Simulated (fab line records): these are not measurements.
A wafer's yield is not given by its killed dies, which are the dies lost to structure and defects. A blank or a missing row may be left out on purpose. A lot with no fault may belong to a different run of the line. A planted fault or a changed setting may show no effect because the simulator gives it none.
fab line records + flow nand_harc + part 2 of 2: steps 28 to 41 of 41
[record]
- lots = 5
- wafers = 15
- last_day = 24
route steps=1159 shown P_STI@74 P_GATE@110
lots that met no fault: taken from a fault-free run of the same line
start_h: hours from the record's opening day to when the first of the lot's shown wafers began + wait_h: hours since the lot's step before + " unchanged from the row above + L1.1+2: a single row standing in for several wafers + - value missing, or start not given + * or withheld: withheld + < > ~ a bound
route shown NAME@n: NAME is a module with steps in the file, n the number in the route of the first one + usual: the fault-free wafers' mean and standard deviation + same: alike in all rows + chamber/n: place in a boat + sites: readings site by site + _std_site: how widely they spread, as a standard deviation + _edge_site: outer sites' mean less inner sites' + radius_mm: for every site, how far away it sits from the centre of the wafer + mask NAME#n: copy n + behind: the most recent tool/chamber to have shaped the wafer + hold: why the lot went on hold/how many hours it stayed there/how the hold came to an end + device: which transistor (n, p or np) failed to switch + end of line: tests of these same wafers at the route's end + for a step that has no rows: nothing shown but its recipe + killed: count of dies lost to structure and defects at first sort (not the wafer's yield) + map: shows each die of a wafer: x if killed, . if not, _ if none is there
set.NAME: the run value of the setting; set.NAME@STEP: its run value at that earlier step + model.NAME: the simulator's own value behind a step, which no gauge read
lots at some steps of the route; a table a step, a row a wafer
services: from which hour (start_h, from the record's first day; less than 0 if before it) a tool's chamber was out of use, for how many hours, and why
[[steps]]
[step NHARC_P_STI_SRD_35]
| lot.wafer  | tool         | chamber | start_h | wait_h |
|------------|--------------|---------|---------|--------|
| L081.4+2+1 | wet_bench-03 | 2,3,6   | 97.74   | 0.1    |
| L085.6+1+4 | wet_bench-03 | 5,6,7   | 117.56  | 0.1    |
| L086.5+4+6 | wet_bench-07 | 6,1,3   | 137.57  | 0.0    |
| L096.3+4+2 | wet_bench-03 | 3,4,7   | 191.50  | 0.0    |
| L097.4+6+5 | wet_bench-05 | 7,2,3   | 191.51  | 0.0    |
[step NHARC_P_STI_ETCH_36]
[recipe]
- target_depth_a = 388
- chemistry = dHF
- material = SiO2
| lot.wafer  | tool         | chamber | start_h | wait_h |
|------------|--------------|---------|---------|--------|
| L081.4+2+1 | wet_bench-03 | 2,3,6   | 97.77   | 0.0    |
| L085.6+1+4 | wet_bench-03 | 5,6,7   | 117.58  | 0.0    |
| L086.5+4+6 | wet_bench-07 | 6,1,3   | 137.60  | 0.0    |
| L096.3+4+2 | wet_bench-03 | 3,4,7   | 191.52  | 0.0    |
| L097.4+6+5 | wet_bench-05 | 7,2,3   | 191.54  | 0.0    |
[step NHARC_P_STI_STRIP_24]
[recipe]
- temp_c = 160
- chemistry = H3PO4
- material = Si3N4
| lot.wafer  | tool         | chamber | start_h | wait_h |
|------------|--------------|---------|---------|--------|
| L081.4+2+1 | wet_bench-03 | 2,3,6   | 97.78   | 0.0    |
| L085.6+1+4 | wet_bench-03 | 5,6,7   | 117.61  | 0.0    |
| L086.5+4+6 | wet_bench-07 | 6,1,3   | 137.61  | 0.0    |
| L096.3+4+2 | wet_bench-03 | 3,4,7   | 191.53  | 0.0    |
| L097.4+6+5 | wet_bench-05 | 7,2,3   | 191.55  | 0.0    |
[step NHARC_P_STI_ETCH_37]
[recipe]
- target_depth_a = 110
- chemistry = dHF
- material = SiO2
| lot.wafer  | tool         | chamber | start_h | wait_h |
|------------|--------------|---------|---------|--------|
| L081.4+2+1 | wet_bench-03 | 2,3,6   | -       | -      |
| L085.6+1+4 | wet_bench-03 | 5,6,7   | -       | -      |
| L086.5+4+6 | wet_bench-07 | 6,1,3   | -       | -      |
| L096.3+4+2 | wet_bench-03 | 3,4,7   | -       | -      |
| L097.4+6+5 | wet_bench-05 | 7,2,3   | -       | -      |
[step NHARC_P_STI_PRECLEAN_38]
[recipe]
- time_s = *
- temp_c = 50
- bath_age_min = 0
- chemistry = SC1
[same]
- time_s = *
| lot.wafer  | tool         | chamber | start_h | wait_h |
|------------|--------------|---------|---------|--------|
| L081.4+2+1 | wet_bench-03 | 2,3,6   | -       | -      |
| L085.6+1+4 | wet_bench-03 | 5,6,7   | -       | -      |
| L086.5+4+6 | wet_bench-07 | 6,1,3   | -       | -      |
| L096.3+4+2 | wet_bench-03 | 3,4,7   | -       | -      |
| L097.4+6+5 | wet_bench-05 | 7,2,3   | -       | -      |
[step NHARC_P_STI_SRD_39]
| lot.wafer  | tool         | chamber | start_h | wait_h |
|------------|--------------|---------|---------|--------|
| L081.4+2+1 | wet_bench-03 | 2,3,6   | -       | -      |
| L085.6+1+4 | wet_bench-03 | 5,6,7   | -       | -      |
| L086.5+4+6 | wet_bench-07 | 6,1,3   | -       | -      |
| L096.3+4+2 | wet_bench-03 | 3,4,7   | -       | -      |
| L097.4+6+5 | wet_bench-05 | 7,2,3   | -       | -      |
[step NHARC_P_STI_OXIDE_40]
[recipe]
- target_thk_a = 100
- temp_c = 900
- ox_time_s = 1362
- material = SiO2
[usual]
- spike_tc_bottom_C = 917/4.1
- spike_tc_upper_C = 900.6/1.1
- zone_power_bottom_pct = 28.4/2.8
- zone_power_top_pct = 30.1/2.6
| lot.wafer | tool       | chamber | start_h | wait_h | spike_tc_bottom_C | spike_tc_upper_C | zone_power_bottom_pct | zone_power_top_pct |
|-----------|------------|---------|---------|--------|-------------------|------------------|-----------------------|--------------------|
| L081.1    | furnace-02 | 0       | 102.58  | -      | 919               | 899.4            | 26.3                  | 28.0               |
| L081.2    | "          | 0       | "       | "      | 921               | 899.3            | 26.8                  | 28.3               |
| L081.4    | "          | 0       | "       | "      | 921               | 899.8            | 26.3                  | 27.4               |
| L085.1    | furnace-07 | 0       | 121.64  | -      | 917               | 900.8            | 26.2                  | 28.3               |
| L085.4    | "          | 0       | "       | "      | 920               | 902.4            | 26.2                  | 28.1               |
| L085.6    | "          | 0       | "       | "      | 919               | 900.6            | 25.9                  | 28.8               |
| L086.4    | furnace-03 | 0       | 141.97  | -      | 913               | 900.0            | 32.3                  | 33.6               |
| L086.5    | "          | 0       | "       | "      | 912               | 901.0            | 31.7                  | 33.1               |
| L086.6    | "          | 0       | "       | "      | 912               | 901.0            | 32.4                  | 33.7               |
| L096.2    | furnace-02 | 0       | 196.29  | -      | 921               | 900.7            | 26.5                  | 28.2               |
| L096.3    | "          | 0       | "       | "      | 920               | 901.1            | 26.3                  | 28.2               |
| L096.4    | "          | 0       | "       | "      | 921               | 899.3            | 26.2                  | 27.9               |
| L097.4    | furnace-02 | 0       | 196.29  | -      | 920               | 898.9            | 26.5                  | 28.0               |
| L097.5    | "          | 0       | "       | "      | 922               | 899.5            | 26.1                  | 28.3               |
| L097.6    | "          | 0       | "       | "      | 920               | 900.7            | 25.9                  | 27.8               |
[step NHARC_P_STI_INSPECT_25]
[usual]
- raw_defect_count = 210/73
| lot.wafer | tool              | chamber | start_h | wait_h | raw_defect_count |
|-----------|-------------------|---------|---------|--------|------------------|
| L081.1    | defect_inspect-01 | -       | 106.60  | 0.4    | 109              |
| L081.2    | "                 | -       | "       | "      | 204              |
| L081.4    | "                 | -       | "       | "      | 172              |
| L085.1    | defect_inspect-01 | -       | 125.72  | 0.4    | 316              |
| L085.4    | "                 | -       | "       | "      | 333              |
| L085.6    | "                 | -       | "       | "      | 156              |
| L086.4    | defect_inspect-02 | -       | 146.02  | 0.4    | 158              |
| L086.5    | "                 | -       | "       | "      | 292              |
| L086.6    | "                 | -       | "       | "      | 234              |
| L096.2    | defect_inspect-02 | -       | 200.33  | 0.4    | 325              |
| L096.3    | "                 | -       | "       | "      | 353              |
| L096.4    | "                 | -       | "       | "      | 340              |
| L097.4    | defect_inspect-01 | -       | 200.33  | 0.4    | 194              |
| L097.5    | "                 | -       | "       | "      | 194              |
| L097.6    | "                 | -       | "       | "      | 118              |
[step NHARC_P_GATE_ETCH_69]
[recipe]
- target_depth_a = 140
- chemistry = dHF
- material = SiO2
| lot.wafer  | tool         | chamber | start_h | wait_h |
|------------|--------------|---------|---------|--------|
| L081.1+2+4 | wet_bench-02 | 0,2,5   | 106.66  | 0.1    |
| L085.6+1+4 | wet_bench-09 | 4,7,1   | 125.77  | 0.0    |
| L086.4+5+6 | wet_bench-02 | 1,2,6   | 146.07  | 0.0    |
| L097.5+6+4 | wet_bench-06 | 7,0,2   | 200.40  | 0.1    |
| L096.4+2+3 | wet_bench-02 | 4,6,7   | 200.41  | 0.1    |
[step NHARC_P_GATE_PRECLEAN_70]
[recipe]
- time_s = *
- temp_c = 50
- bath_age_min = 0
- chemistry = SC1
[same]
- time_s = *
| lot.wafer  | tool         | chamber | start_h | wait_h |
|------------|--------------|---------|---------|--------|
| L081.1+2+4 | wet_bench-02 | 0,2,5   | 106.75  | 0.1    |
| L085.6+1+4 | wet_bench-09 | 4,7,1   | 125.87  | 0.1    |
| L086.4+5+6 | wet_bench-02 | 1,2,6   | 146.16  | 0.1    |
| L097.5+6+4 | wet_bench-06 | 7,0,2   | 200.49  | 0.1    |
| L096.4+2+3 | wet_bench-02 | 4,6,7   | 200.49  | 0.1    |
[step NHARC_P_GATE_SRD_01]
| lot.wafer  | tool         | chamber | start_h | wait_h |
|------------|--------------|---------|---------|--------|
| L081.1+2+4 | wet_bench-02 | 0,2,5   | -       | -      |
| L085.6+1+4 | wet_bench-09 | 4,7,1   | -       | -      |
| L086.4+5+6 | wet_bench-02 | 1,2,6   | -       | -      |
| L097.5+6+4 | wet_bench-06 | 7,0,2   | -       | -      |
| L096.4+2+3 | wet_bench-02 | 4,6,7   | -       | -      |
[step NHARC_P_GATE_OXIDE_02]
[recipe]
- target_thk_a = 375
- temp_c = 950
- p_h2o_torr = 720
- ox_time_s = 365
- material = SiO2
[usual]
- spike_tc_bottom_C = 967.3/1.2
- spike_tc_upper_C = 949.8/1.5
- zone_power_bottom_pct = 32.9/2.2
- zone_power_top_pct = 38/5.7
| lot.wafer | tool       | chamber | start_h | wait_h | spike_tc_bottom_C | spike_tc_upper_C | zone_power_bottom_pct | zone_power_top_pct |
|-----------|------------|---------|---------|--------|-------------------|------------------|-----------------------|--------------------|
| L081.1    | furnace-08 | 0       | 109.85  | -      | 966.1             | 951.2            | 33.5                  | 35                 |
| L081.2    | "          | 0       | "       | "      | 968.4             | 950.3            | 33.0                  | 34                 |
| L081.4    | "          | 0       | "       | "      | 967.0             | 949.1            | 33.2                  | 34                 |
| L085.1    | furnace-08 | 0       | 128.75  | -      | 968.7             | 950.7            | 33.7                  | 35                 |
| L085.4    | "          | 0       | "       | "      | 967.0             | 951.2            | 33.7                  | 35                 |
| L085.6    | "          | 0       | "       | "      | 968.7             | 951.8            | 32.9                  | 35                 |
| L086.4    | furnace-04 | 0       | 149.29  | -      | 966.2             | 950.4            | 28.3                  | 32                 |
| L086.5    | "          | 0       | "       | "      | 966.6             | 950.4            | 28.7                  | 32                 |
| L086.6    | "          | 0       | "       | "      | 964.4             | 950.4            | 27.9                  | 32                 |
| L096.2    | furnace-01 | 0       | 203.62  | -      | 968.4             | 948.9            | 34.6                  | 45                 |
| L096.3    | "          | 0       | "       | "      | 968.2             | 947.1            | 34.5                  | 45                 |
| L096.4    | "          | 0       | "       | "      | 967.5             | 948.5            | 33.6                  | 46                 |
| L097.4    | furnace-01 | 0       | 203.62  | -      | 968.3             | 949.8            | 34.1                  | 46                 |
| L097.5    | "          | 0       | "       | "      | 969.0             | 948.8            | 34.5                  | 45                 |
| L097.6    | "          | 0       | "       | "      | 967.5             | 948.9            | 34.6                  | 46                 |
[step NHARC_P_GATE_DEHYDRATE_03]
[recipe]
- temp_c = 150
- time_s = 120
[same]
- time_s = 120
| lot.wafer  | tool           | chamber | start_h | wait_h |
|------------|----------------|---------|---------|--------|
| L081.1+2+4 | litho_track-05 | 0       | 114.40  | 0.4    |
| L085.1+4+6 | litho_track-07 | 0       | 133.30  | 0.4    |
| L086.4+5+6 | litho_track-07 | 0       | 153.87  | 0.4    |
| L096.2+3+4 | litho_track-05 | 0       | 208.07  | 0.4    |
| L097.4+5+6 | litho_track-02 | 0       | 208.07  | 0.4    |
[step NHARC_P_GATE_HMDS_04]
[recipe]
- time_s = 30
[same]
- time_s = 30
| lot.wafer  | tool           | chamber | start_h | wait_h |
|------------|----------------|---------|---------|--------|
| L081.1+2+4 | litho_track-05 | 0       | -       | -      |
| L085.1+4+6 | litho_track-07 | 0       | -       | -      |
| L086.4+5+6 | litho_track-07 | 0       | -       | -      |
| L096.2+3+4 | litho_track-05 | 0       | -       | -      |
| L097.4+5+6 | litho_track-02 | 0       | -       | -      |
[[services]]
| tool           | chamber | start_h | hours | kind   |
|----------------|---------|---------|-------|--------|
| litho_track-05 | -       | 62.01   | 7.0   | pm     |
| wet_bench-06   | -       | 62.52   | 1.9   | repair |
| rie_diel-06    | -       | 64.20   | 9.0   | pm     |
| cmp-01         | -       | 64.83   | 2.7   | repair |
| cmp-01         | -       | 73.86   | 4.9   | repair |
| wet_bench-05   | -       | 93.84   | 10.5  | repair |
| wet_bench-07   | -       | 96.00   | 8.0   | pm     |
| rie_diel-13    | -       | 99.00   | 9.0   | pm     |
| rie_si-04      | -       | 99.00   | 9.0   | pm     |
| furnace-02     | -       | 110.55  | 26.0  | pm     |
| cmp-01         | -       | 111.23  | 4.0   | pm     |
| hdpcvd-01      | -       | 111.42  | 13.0  | pm     |
| wet_bench-09   | -       | 112.80  | 8.0   | pm     |
| rie_diel-06    | 0       | 121.33  | 20.3  | repair |
| krf_scanner-04 | -       | 126.00  | 4.0   | pm     |
| wet_bench-05   | -       | 127.95  | 0.8   | repair |
| rie_diel-13    | -       | 140.30  | 0.4   | repair |
| wet_bench-03   | -       | 146.40  | 8.0   | pm     |
| wet_bench-02   | -       | 180.00  | 8.0   | pm     |
| rie_diel-13    | 2       | 182.80  | 5.6   | repair |
| litho_track-07 | -       | 189.00  | 7.0   | pm     |
| wet_bench-05   | -       | 196.82  | 8.0   | pm     |
| rie_diel-06    | 3       | 201.27  | 4.0   | repair |
| cmp-01         | -       | 206.84  | 3.2   | repair |
